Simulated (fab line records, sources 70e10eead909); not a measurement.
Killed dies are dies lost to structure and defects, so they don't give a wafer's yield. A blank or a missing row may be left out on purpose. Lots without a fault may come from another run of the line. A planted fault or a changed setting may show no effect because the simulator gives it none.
Chamber matching | flow nand_harc | NHARC_A_STAIRCASE_TRIM_196 on rie_diel-11: 4 sister chambers
The step chemistry O2, time 211.2 s. 4 wafers are shown with their chamber, then 10 later ones without.

WAFERS WITH THEIR CHAMBER
wafer  | chamber | drypump_motor_current_A (A)
L088.6 | 0       | 6.1
L085.2 | 1       | 5.9
L089.1 | 2       | 5.4
L089.2 | 3       | 5.5

WAFERS WITHOUT THEIR CHAMBER
wafer  | drypump_motor_current_A (A)
L089.5 | 6.1
L091.2 | 5.5
L091.3 | 5.9
L091.6 | 5.5
L093.3 | 6.1
L093.5 | 6.1
L093.6 | 5.8
L096.1 | 5.4
L096.2 | 5.5
L096.4 | 6.1

WHICH CHAMBER EACH WENT THROUGH
wafer  | from the rows above | in truth
L089.5 | 0                   | 0
L091.2 | 3                   | 3
L091.3 | 1                   | 1
L091.6 | 3                   | 3
L093.3 | 0                   | 0
L093.5 | 0                   | 0
L093.6 | 1                   | 1
L096.1 | 2                   | 2
L096.2 | 3                   | 3
L096.4 | 0                   | 0
Placed correctly: 10 of 10. Can't be placed from these rows: 0. Placed wrongly: 0.
How it was worked out, from the rows above alone: a wafer's distance from a chamber is the root of the sum, over the readings, of the square of ((its reading less the chamber's mean) divided by the reading's scatter). The wafer belongs to the nearest chamber; if the next one is less than 2 further off, it can't be placed. A chamber's mean is the mean of its shown wafers. The scatter: with one shown wafer a chamber, the root of the mean of the squares of how far each hidden wafer lies from its nearest shown one.
